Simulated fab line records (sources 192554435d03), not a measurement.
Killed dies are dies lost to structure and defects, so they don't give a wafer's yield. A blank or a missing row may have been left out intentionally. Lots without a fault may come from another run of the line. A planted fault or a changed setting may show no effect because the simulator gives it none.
fab line records    flow n5_finfet
[record] lots = 4  wafers = 12  last_day = 18
route steps=1938 shown BEOL_M4@1099 BEOL_M5@1112 BEOL_M9@1419 PASSIVATION@1936
lots that met no fault: taken from a fault-free run of the same line
start_h: hours from the record's opening day to when the first of the lot's shown wafers began    wait_h: how many hours have passed since the lot's step before this one    " identical to the entry in the row above    L1.1+2: several wafers, shown together as one row    - value missing, or start not given    * or withheld: withheld    < > ~ a bound
route shown NAME@n: NAME is a module with steps in the file, n the number in the route of the first one    usual: the fault-free wafers' mean and standard deviation    same: alike in all rows    chamber/n: place in a boat    sites: readings site by site    _std_site: their standard deviation    _edge_site: inner sites' mean taken away from outer sites' mean    radius_mm: for every site, how far away it sits from the centre of the wafer    mask NAME#n: copy n    behind: the last tool/chamber to shape the wafer    hold: the reason the lot was held/the length of the hold in hours/how it ended    device: the transistor (n, p or np) that didn't switch    end of line: the same wafers' tests at the end of the route    step lacking rows: just its recipe    killed: dies that structure and defects cost at the first sort, which is not the same as the wafer's yield    map: a wafer's dies, marking killed ones x, the rest . and places with no die _
set.NAME: the setting that was run; set.NAME@STEP: the one run at that earlier step    model.NAME: the simulator's own value behind a step, which no gauge read
lots at some steps of the route; a table a step, a row a wafer
services: the hour from which a tool's chamber was out of use, counted from the record's first day as start_h (under 0 if before that day), plus the number of hours and why
[[steps]]
[step N5_BEOL_M4_ANNEAL_95]
[recipe] temp_c = 400  time_s = 240  ambient = vacuum
[step N5_BEOL_M4_SPUTTER_96]
[recipe] material = Cu  target_thk_a = 45  temp_c = -20  chamber_pressure_pa = 0.07  power_w = withheld  time_s = 8.29
[step N5_BEOL_M4_ECD_50]
[recipe] material = Cu  target_thk_a = 3000
[step N5_BEOL_M4_ANNEAL_51]
[recipe] temp_c = 225  time_s = 90  ambient = N2
[step N5_BEOL_M4_CMP_52]
[recipe] stop_on = SiOC  t_overpolish_s = 6.8  down_force_psi = 1  platen_rpm = 50  clearing_platen_down_force_psi = 1.5  clearing_platen_rpm = 50  post_cmp_clean = cu_alkaline  target_thk_nm = 40  clearing_platen_pad_velocity_m_s = 0.99484  pad_velocity_m_s = 0.99484
[step N5_BEOL_M4_PRE_CLEAN_60]
[recipe] gas = NH3/H2  time_s = 15  temp_c = *  rf_power_w = 300
[step N5_BEOL_M4_CO_CAP_55]
[recipe] material = Co  target_thk_a = 20  temp_c = 200  precursor = CCTBA/H2  pressure_torr = 30  time_s = 102.1
[step N5_BEOL_M4_PRE_CLEAN_56]
[recipe] gas = NH3  time_s = 15  temp_c = withheld  rf_power_w = 300
[step N5_BEOL_M4_DEP_57]
[recipe] material = SiCN  target_thk_a = 80  temp_c = withheld  precursor = 3MS/NH3  pressure_torr = 3  rf_w = 202  time_s = 14
[step N5_BEOL_M4_RC_MEAS_101]
[usual] DIBL_N = 36.1/1.7  DIBL_P = 35.9/2.1  IOFF_N = 0.154/0.029  IOFF_P = 0.21/0.035  ION_N = 673/10  ION_P = 463/7.5  SS_N = 71.6/0.59  SS_P = 73.2/0.69  VT_N = 250.5/2.9  VT_P = -250/3.2
lot.wafer  tool       chamber  start_h  wait_h  DIBL_N[mV/V]  DIBL_P[mV/V]  IOFF_N[nA/um]  IOFF_P[nA/um]  ION_N[uA/um]  ION_P[uA/um]  SS_N[mV/dec]  SS_P[mV/dec]  VT_N[mV]  VT_P[mV]
L856.2     prober-01  0        252.70   0.2     37.6          35.2          0.156          0.19           655           455           72.4          73.5          253.6     -252
L856.4     "          0        "        "       36.9          36.1          0.161          0.20           681           466           71.1          73.1          248.4     -250
L856.6     "          0        "        "       38.8          37.0          0.183          0.21           680           457           71.5          73.5          248.4     -250
L857.2     prober-01  0        269.03   0.2     34.2          34.8          0.130          0.19           658           460           71.2          73.4          249.9     -250
L857.5     "          0        "        "       36.6          35.8          0.164          0.21           668           456           71.7          73.3          251.3     -250
L857.6     "          0        "        "       37.8          39.7          0.194          0.27           681           471           72.0          73.5          248.2     -248
L864.2     prober-02  0        302.80   0.2     34.7          34.1          0.140          0.20           665           459           71.1          72.3          250.7     -251
L864.3     "          0        "        "       34.0          33.8          0.132          0.20           663           467           71.5          72.4          253.5     -248
L864.4     "          0        "        "       35.8          35.9          0.164          0.24           680           469           72.1          73.4          247.3     -250
L867.3     prober-02  0        322.57   0.5     36.9          35.6          0.153          0.20           673           460           71.0          73.0          249.8     -250
L867.5     "          0        "        "       37.4          35.3          0.154          0.20           675           462           71.3          73.4          251.5     -251
L867.6     "          0        "        "       38.2          36.7          0.174          0.22           671           456           71.5          73.8          248.1     -249
[step N5_BEOL_M5_ILD_DEP_00]
[recipe] material = SiCOH_lowk  target_thk_a = 1406.4  temp_c = 300  precursor = DEMS/porogen  pressure_torr = 5  rf_w = 500  time_s = 25.9
[step N5_BEOL_M5_CURE_79]
[recipe] temp_c = 385  time_s = 240  ambient = He/Ar  material = SiCOH_lowk
[step N5_BEOL_M5_PECVD_70]
[recipe] material = SiO2  target_thk_a = 160  temp_c = 400  precursor = TEOS/O2  pressure_torr = 5.5  rf_w = 450  teos_flow_sccm = 53.8  gas = O2  flow_sccm = 3000  time_s = 18
[step N5_BEOL_M5_HM_DEP_02]
[recipe] material = TiN  target_thk_a = 200  temp_c = 25  chamber_pressure_pa = 0.49996
[step N5_BEOL_M5_COAT_59]
[recipe] resist = SOC  temp_c = 250  time_s = 60  spin_rpm = 1500  resist_thk_nm = 60
[step N5_BEOL_M5_COAT_60]
[recipe] resist = SiARC  temp_c = 220  time_s = 60  spin_rpm = 1500  resist_thk_nm = 12
[step N5_BEOL_M5_COAT_71]
[recipe] resist = underlayer  temp_c = 205  time_s = 60  spin_rpm = 1500  resist_thk_nm = 5
[step N5_BEOL_M5_COAT_05]
[recipe] resist = CAR-EUV  spin_rpm = 1500  resist_thk_nm = 30
[step N5_BEOL_M5_EBR_07]
[recipe] solvent = PGMEA  ebr_width_mm = 1.5
[step N5_BEOL_M5_SOFTBAKE_06]
[recipe] temp_c = 110  time_s = 60  resist = CAR-EUV
[step N5_BEOL_M5_EXPOSE_08]
[recipe] mask_id = M5  na = 0.33  source_shape = annular  sigma_inner = 0.4  sigma_outer = 0.8  polarization = unpolarized  target_cd_nm = 28  dose_mj = 35.75
[step N5_BEOL_M5_PEB_09]
[recipe] peb_temp_c = 100  peb_time_s = 60  resist = CAR-EUV
[step N5_BEOL_M5_DEVELOP_10]
[recipe] develop_time_s = 30  developer = TMAH  resist = CAR-EUV  rinse_liquid = surfactant_rinse  dry = air_spin  dev_temp_c = 23
[step N5_BEOL_M5_DESCUM_16]
[recipe] chemistry = O2  time_s = 7  source_power_w = 50  bias_power_w = 20  pressure_mtorr = 20  rf_frequency_hz = 2.712e+07  temp_c = 40  resist = CAR-EUV  o2_flow_sccm = 225
[step N5_BEOL_M5_ETCH_72]
[recipe] chemistry = N2/H2  target = underlayer  target_depth_a = 65  mask_material = CAR-EUV  time_s = 5.2  ion_energy_ev = 200  pressure_mtorr = 30  source_w = 840  bias_w = 150  n2_flow_sccm = 200  h2_flow_sccm = 200  ends = cleared
[step N5_BEOL_M5_ETCH_61]
[recipe] chemistry = CF4  target = SiARC  target_depth_a = 156  mask_material = CAR-EUV  time_s = 26  ion_energy_ev = 80  pressure_mtorr = 40  source_w = 545  bias_w = 36  Ar_flow_sccm = 100  cf4_flow_sccm = 100  ends = cleared
[step N5_BEOL_M5_ETCH_62]
[recipe] chemistry = N2/H2  target = SOC  target_depth_a = 750  overetch_a = 150  mask_material = SiARC  temp_c = 40  time_s = 112.5  ion_energy_ev = 200  pressure_mtorr = 30  source_w = 840  bias_w = 150  n2_flow_sccm = 200  h2_flow_sccm = 200
[step N5_BEOL_M5_STRIP_63]
[recipe] chemistry = N2/H2  temp_c = 40  n2_flow_sccm = 200  h2_flow_sccm = 200  rf_frequency_hz = 6e+07
[step N5_BEOL_M5_STRIP_73]
[recipe] chemistry = N2/H2  temp_c = 40  n2_flow_sccm = 200  h2_flow_sccm = 200  rf_frequency_hz = 6e+07
[step N5_BEOL_M5_STRIP_64]
[recipe] chemistry = CF4  resist = SiARC  power_w = 300  bias_power_w = 75  pressure_mtorr = 50  cf4_flow_sccm = 150  rf_frequency_hz = 6e+07
[step N5_BEOL_M5_HM_OPEN_17]
[recipe] chemistry = Cl2/BCl3  target_depth_a = 200  overetch_a = 60  target = TiN  mask_material = SOC  ion_energy_ev = 150  pressure_mtorr = 10  icp_w = 1000  bias_w = 126  Cl2_flow_sccm = 53.25  bcl3_flow_sccm = 21.75  Ar_flow_sccm = 25
[step N5_BEOL_M5_STRIP_19]
[recipe] chemistry = O2  power_w = 400  temp_c = 40  pressure_mtorr = 30  rf_frequency_hz = 6e+07  bias_power_w = 0  overash_fraction = 0.2  o2_flow_sccm = 225
[step N5_BEOL_M5_COAT_65]
[recipe] resist = SOC  temp_c = 250  time_s = 60  spin_rpm = 1500  resist_thk_nm = 60
[step N5_BEOL_M5_COAT_66]
[recipe] resist = SiARC  temp_c = 220  time_s = 60  spin_rpm = 1500  resist_thk_nm = 12
[step N5_BEOL_M9_ETCH_62]
[recipe] chemistry = N2/H2  target = SOC  target_depth_a = 1100  overetch_a = 220  mask_material = SiARC  temp_c = 40  time_s = 165  ion_energy_ev = 200  pressure_mtorr = 30  source_w = 840  bias_w = 150  n2_flow_sccm = 200  h2_flow_sccm = 200
[usual] drypump_motor_current_A = 5.7/0.36  h2_flow_sccm = 200.0/0.58  oes_product_au = 0.68/0.078  rf_fwd_power_W = 837.3/2.7  rf_vpp_V = 524.6/2.2  showerhead_plenum_p_Torr = 2.57/0.073  throttle_valve_pct = 17.78/0.26
lot.wafer  tool         chamber  start_h  wait_h  drypump_motor_current_A  h2_flow_sccm  oes_product_au  rf_fwd_power_W  rf_hours_counter_h  rf_vpp_V  showerhead_plenum_p_Torr  throttle_valve_pct  model.SiARC_of_BEOL_M9_COAT_60.thk_nm  model.etch.depth_nm
L856.2     rie_diel-03  3        296.41   0.0     5.5                      199.5         0.60            832.7           234                 523.7     2.52                      18.12               25.2                                   98.42
L856.4     "            0        "        "       5.3                      199.7         0.64            833.5           183                 527.2     2.65                      17.96               23.8                                   99.78
L856.6     "            1        "        "       5.6                      200.2         0.78            839.4           -                   522.6     2.48                      17.43               23.6                                   99.97
L857.2     rie_diel-03  3        308.81   0.0     5.6                      201.4         0.59            842.5           238                 522.1     2.52                      18.14               25.4                                   98.46
L857.5     "            1        "        "       5.5                      200.4         0.78            841.1           -                   521.4     2.48                      17.43               23.6                                   99.87
L857.6     "            0        "        "       5.3                      201.1         0.63            840.1           -                   526.0     2.64                      17.99               23.8                                   99.51
L864.2     rie_diel-02  1        341.79   0.0     6.0                      200.9         0.61            834.5           191                 522.8     2.54                      17.62               23.4                                   99.54
L864.3     "            2        "        "       5.1                      199.0         0.61            837.6           201                 525.0     2.62                      18.09               23.6                                   99.49
L864.4     "            0        "        "       6.5                      199.9         0.76            833.7           15                  527.5     2.73                      17.65               23.2                                   99.46
L867.3     rie_diel-02  3        369.46   0.0     5.6                      199.2         0.77            840.4           28                  525.1     2.59                      17.41               23.2                                   99.49
L867.5     "            3        "        "       5.6                      199.0         0.77            836.5           -                   526.7     2.59                      17.40               23                                     100
L867.6     "            2        "        "       5.1                      200.4         0.60            839.0           -                   526.8     2.61                      18.11               23.8                                   99.87
[step N5_BEOL_M9_OCD_MEAS_38]
[usual] trench_depth_nm = 151.8/2.8
lot.wafer  tool    chamber  start_h  wait_h  trench_depth_nm
L856.2     ocd-01  -        297.87   -       103.3
L856.4     "       -        "        "       152.8
L856.6     "       -        "        "       146.1
L857.2     ocd-02  -        310.62   -       83.6
L857.5     "       -        "        "       148.6
L857.6     "       -        "        "       156.2
L864.2     ocd-02  -        344.17   -       154.0
L864.3     "       -        "        "       153.1
L864.4     "       -        "        "       151.9
L867.3     ocd-01  -        372.23   -       150.1
L867.5     "       -        "        "       153.1
L867.6     "       -        "        "       156.1
[step N5_PASSIVATION_PROBE_49]
[usual] defect_limited_yield = 91.3/1.4  killed_at_M0_to_M3 = 34/9.2  killed_at_M4_up = 13/5.3  killed_at_contacts = 12/6  killed_at_front_end = 39/12  killed_at_other = 4/3.3  killed_dies = 102/17  killed_on_rim = 13/3.9  killed_open = 67/12  killed_short = 34/7.4  sort_bin_5_function = 5.1/1  sort_bin_6_memory = 3.2/0.6  sort_n_pass = 1078/17  sort_yield_pct = 91.3/1.4
[same] gross_dies = 1180  killed_at_back_side = 0  sort_bin_4_leakage[%] = 0  sort_bin_8_speed[%] = 0
lot.wafer  tool       chamber  start_h  wait_h  defect_limited_yield[%]  killed_at_M0_to_M3  killed_at_M4_up  killed_at_contacts  killed_at_front_end  killed_at_other  killed_dies  killed_on_rim  killed_open  killed_short  sort_bin_5_function[%]  sort_bin_6_memory[%]  sort_n_pass  sort_yield_pct[%]
L856.2     prober-02  -        364.54   0.1     63.7                     33                  311              21                  62                   1                428          103            90           44            31.8                    3.9                   752          63.7
L856.4     prober-02  -        364.64   0.2     89.8                     46                  14               19                  38                   3                120          18             74           46            6.1                     3.6                   1060         89.8
L856.6     prober-02  -        364.74   0.3     93.7                     28                  4                12                  24                   6                74           12             50           22            3.8                     2.3                   1106         93.7
L857.2     prober-01  -        375.14   0.1     51.9                     30                  501              10                  25                   2                568          83             62           21            44.7                    2.9                   612          51.9
L857.5     prober-01  -        375.29   0.2     90.3                     33                  24               10                  46                   2                115          19             87           26            6.4                     3.1                   1065         90.3
L857.6     prober-01  -        375.34   0.3     90.8                     44                  16               9                   36                   3                108          7              70           32            5.4                     3.1                   1072         90.8
// killed by level:class
L856.2 BEOL_M9:area_etch=292 FIN_SAQP:geometric_particle:open=29 FIN_SAQP:geometric_particle:short=15 MOL_CONTACT_COAG:geometric_particle:open=14 BEOL_M0_SAQP:geometric_particle:open=8 BEOL_M0_SAQP:geometric_particle:short=8 MOL_CONTACT_COAG:geometric_particle:short=7 BEOL_M4:geometric_particle:open=7
L856.4 BEOL_M0_SAQP:geometric_particle:short=21 MOL_CONTACT_COAG:geometric_particle:open=16 FIN_SAQP:geometric_particle:open=12 BEOL_M0_SAQP:geometric_particle:open=12 FIN_SAQP:geometric_particle:short=8 GATE_CUT:geometric_particle:short=7 BEOL_M4:geometric_particle:open=7 BEOL_M2:geometric_particle:open=6
L856.6 MOL_CONTACT_COAG:geometric_particle:open=9 FIN_SAQP:geometric_particle:open=8 BEOL_M3:geometric_particle:open=6 FIN_SAQP:geometric_particle:short=5 BEOL_M0_SAQP:geometric_particle:open=5 BEOL_M2:geometric_particle:open=5 BEOL_M0_SAQP:geometric_particle:short=4 STI_FIN_REVEAL:geometric_particle:open=3
L857.2 BEOL_M9:area_etch=478 BEOL_M4:geometric_particle:open=12 MOL_CONTACT_COAG:geometric_particle:open=10 BEOL_M3:geometric_particle:open=7 BEOL_M0_SAQP:geometric_particle:short=6 HKMG_FIN:area_etch=6 BEOL_M1:geometric_particle:open=5 BEOL_M2:geometric_particle:open=5
L857.5 BEOL_M3:geometric_particle:open=15 BEOL_M4:geometric_particle:open=13 FIN_SAQP:geometric_particle:open=12 FIN_SAQP:geometric_particle:short=9 ILD0:geometric_particle:open=7 GATE_CUT:geometric_particle:open=7 MOL_CONTACT_COAG:geometric_particle:open=7 BEOL_M0_SAQP:geometric_particle:short=5
L857.6 BEOL_M2:geometric_particle:open=18 BEOL_M0_SAQP:geometric_particle:open=9 BEOL_M4:geometric_particle:open=9 BEOL_M0_SAQP:geometric_particle:short=8 FIN_SAQP:geometric_particle:open=6 MOL_CONTACT_COAG:geometric_particle:open=6 STI_FIN_REVEAL:geometric_particle:open=5 GATE_CUT:geometric_particle:short=5
// map L856.2 (x killed, . not)
_________________xxx.x.x.xxxx________________
______________.xxx.xxx.xxxx..xxx_____________
___________x.xxxxx..xx..xxxx.xxx.xx__________
__________x...x.x.......xx.xxxxx.x.x_________
________...x.x.x........x....xx..x..xx_______
_______x....x.......x....x.xx.x.x..xxx.______
______..xx.x.x....x..x..x...xx.........x_____
_____xxx........x.....x..x...x..x.....x.x____
____x.xx..x..x..................x........x___
___xxxxxx.x.............................xxx__
___xxxx.......x....x...x......x...x..xxxxxx__
__xxxx.xxxx....xx.x..........x.......x.x.xxx_
__xx.xxx.......x.............x.x......xxxxxx_
_xxxxxx.x.x.x....xx..x.x..x..........x..xxxxx
_x..xxx......x..x.x..x.x...xxx.......x.x.x.xx
_.x............x.xx..x.x...x....xx........xxx
_...xx.....x.x...x...xx...x..x.xxx....x..xx.x
_..xx....x.x.xx.x..xx.x.xxx.x...xx......x...x
_x..x.....x..xx..xxx....x...xx......xx..x.xxx
_.xx...........x.x...xx.....x.....x..x..xxx.x
_xxx..........xx......x.x.......x.....x..xx..
__.xx.x.....xx.........x.........x......x.xx_
__xxxx...............x.....x.....x...xxxx.xx_
___.xx..........x........x........x.xx.xx.x__
___....x....x......x...............xxxxx.xx__
____..x.x....x.........x.x......x.xxx.x..x___
_____xx..x...xx.......x......x..x.xxxx.x.____
______.xxx......x...............xxxxxxx._____
_______xxxxx.xx.....x.........xxxxxxxxx______
________xx..x...x..............xxxxxxx_______
__________xx.x.x.....xx.....xx.xxxxx_________
___________xx..x..x...x.x.xx.x..xxx__________
______________xx.x.x..xxxxxx.xx._____________
_________________..x.xxxx..xx________________
// map L857.2 (x killed, . not)
_________________.xx.x.xx.xx.________________
______________.....x.xxxxxxxxxxx_____________
___________...xx....x..x.x.x.xxxxxx__________
__________...x....x..x...xxxxxxxxxxx_________
________.x......x.xx.x..xxxxxx.xxx..xx_______
_______.xx...........xx.xx.xxxxxxx....x______
______xxxxxx.x.x......xxx.xxxxxx.x..xx.._____
_____xxxxxxxxxx.x.x..x.xx..x.xxx.x.xx.x.x____
____xxxxxxxxxx..x...xx.xx.x...x...x...xx.x___
___xxxxxxxxxxxxxx....x.x.x.x......xx...x.x.__
___xxxxxxxxxx.xx..xx.x.............x..x..xx__
__xxxxx..x.xx.x.x.xxxxxx....x.....xx.x..xxxx_
__xx.xxxxx.x.xxxxxxx.x.x.x....x..xxxxxxx..xx_
_xxxxxxxxx.xx.xx.x...xx.x..x.x.x..xx.xxxxxxxx
_xxxxxxx.xx.....xxxxxxxx.xx.x....xx..xxxx..x.
_xxxxxxxxxxx..xx.xxxxxxxxx.x..xx..xxxxxxxxxxx
_.xxxxxxxxx.x.xx.xxxxxxx..xx.xx..x..xxx.x..xx
_xx..xxxx....x..x.xxx.x.xx.....x.......xxxxxx
_xxxx.xxx..xxx.x.xx.xxx.x...............x.xxx
_xx.x.xxx...x...x..x.................xx.xxxxx
_.xxx.xx..x..x...xx..x.........x....x..xx.x..
__..xx...xx......xxx............x...x.x...xx_
__.x.xx.xx......x......x...x........xx.xx..._
___...xx..xx.xx.x......x.....x.x.x...xx....__
___..x...xxx............xx........xx..xx...__
____xx....x.x.x.x.................xx......___
_____...xxx.xxxx..x..x.........x....xxxx.____
______x.x.xx..x..x...x...xx....x.xxxxx.x_____
_______.x.x.xx...x......x........xx.x.x______
________xx..xxxxx.x..x...........x.xxx_______
__________..xx.x..x...x.x.........x._________
___________xx.x.xxx.xxx.xx.x.......__________
______________.xxxx...xx.x....x._____________
_________________...xxx..x...________________
[[services]]
tool         chamber  start_h  hours  kind
rie_diel-02  0        283.23   -      clean
rie_diel-02  0        283.23   -      consumable_replace:focus_ring
rie_diel-02  0        283.23   -      consumable_replace:showerhead
rie_diel-02  0        283.23   12.3   scheduled_down
rie_diel-02  0        283.23   12.3   vent_cycle
rie_diel-02  -        315.59   2.8    pm
rie_diel-03  -        343.13   14.6   pm
rie_diel-03  3        364.27   -      clean
rie_diel-03  3        364.27   -      consumable_replace:esc
rie_diel-03  3        364.27   -      consumable_replace:focus_ring
rie_diel-03  3        364.27   21.6   scheduled_down
rie_diel-03  3        364.27   21.6   vent_cycle
[[key]]
[first_sign] step = N5_BEOL_M9_OCD_MEAS_38  reading = trench_depth_nm  direction = down  sigmas = 21  usual = 151.8  struck = 93.5
[effect] step = N5_PASSIVATION_PROBE_49  reading = killed_at_M4_up  direction = up  sigmas = 74  usual = 13  struck = 406
[model_effect] step = N5_BEOL_M9_ETCH_62  value = SiARC_of_BEOL_M9_COAT_60.thk_nm  without = 23.7  struck = 25.3
[more_kills_born_at] N5_BEOL_M9_ETCH_62@rie_diel-03 = 770
met_at N5_BEOL_M9_ETCH_62
struck_wafers L856.2,L857.2
[fault] kind = process_parameter_drift  tool = rie_diel-03  chamber = -  onset_h = 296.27  steps = N5_BEOL_M9_ETCH_62  channel = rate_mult  offset = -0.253  shape = step  end_h = 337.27  scope = struck_wafers_only
